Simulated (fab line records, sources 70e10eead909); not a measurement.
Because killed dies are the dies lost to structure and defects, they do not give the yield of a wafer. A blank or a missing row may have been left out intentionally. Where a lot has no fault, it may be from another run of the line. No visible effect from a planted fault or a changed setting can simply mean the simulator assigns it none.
Which tool was responsible? | flow nand harc | 7 lots, 21 wafers sampled, at 2 steps of a route of 1159

WHAT THE GAUGES SHOWED, per wafer
NHARC_A_ONON_D1_THK_MEAS_21: measures by ellipsometry.
lot  | measured     | on            | thk nm (nm)
L283 | day 8 13:05  | film metro-01 | 998 998 997
L285 | day 9 04:07  | film metro-01 | 997 997 999
L291 | day 10 02:45 | film metro-01 | 1004 1005 1004
L290 | day 10 02:43 | film metro-01 | 1009 1009 1010
L295 | day 11 06:54 | film metro-02 | 996 995 995
L297 | day 11 22:42 | film metro-01 | 1004 1003 1006
L303 | day 13 00:24 | film metro-01 | 992 992 549

EACH LOT AND THE TOOL THAT RAN IT (in order: tool; ch and the chambers of the sampled wafers; start)
lot  | NHARC_A_ONON_D1_DEP_19
L283 | pecvd onon-02 ch 0, day 8 12:34
L285 | pecvd onon-02 ch 0, day 9 03:43
L291 | pecvd onon-04 ch 0, day 10 02:18
L290 | pecvd onon-02 ch 0, day 10 02:12
L295 | pecvd onon-03 ch 0, day 11 06:23
L297 | pecvd onon-04 ch 0, day 11 22:11
L303 | pecvd onon-04 ch 0, day 12 23:57
- NHARC_A_ONON_D1_DEP_19: target thk 1000 nm.

THE ANSWER, worked out from the rows above alone
Rule: the usual values come from the lots themselves. The widest of any qualifying gaps counts: lots, ordered by their means at a reading, are off when they make up no more than a third of the lots, leave a main group of 4 or more, and stand apart from it by 3 or more times the standard deviation of that group's means. The tables above print the reading to a certain number of digits; a main group whose means all agree to those digits is not used. Also off: a lot with no number at a reading for which 4 or more lots have one. Where the step has rows for the other lots, those lots are counted as sound.
Off: L303 (NHARC_A_ONON_D1_THK_MEAS_21, thk nm). The main group: mean 1001 nm, standard deviation 4.9.
If a tool, at a process step before that reading, ran all the lots that are off and no sound lot after the first of them, it fits. The gauges at NHARC_A_ONON_D1_THK_MEAS_21 are tried like those tools. 2 tools fit, pecvd onon-04 at NHARC_A_ONON_D1_DEP_19 and film metro-01 at NHARC_A_ONON_D1_THK_MEAS_21, so this cannot tell which one it is.

WHAT HAD BEEN PUT IN BY THE SIMULATOR
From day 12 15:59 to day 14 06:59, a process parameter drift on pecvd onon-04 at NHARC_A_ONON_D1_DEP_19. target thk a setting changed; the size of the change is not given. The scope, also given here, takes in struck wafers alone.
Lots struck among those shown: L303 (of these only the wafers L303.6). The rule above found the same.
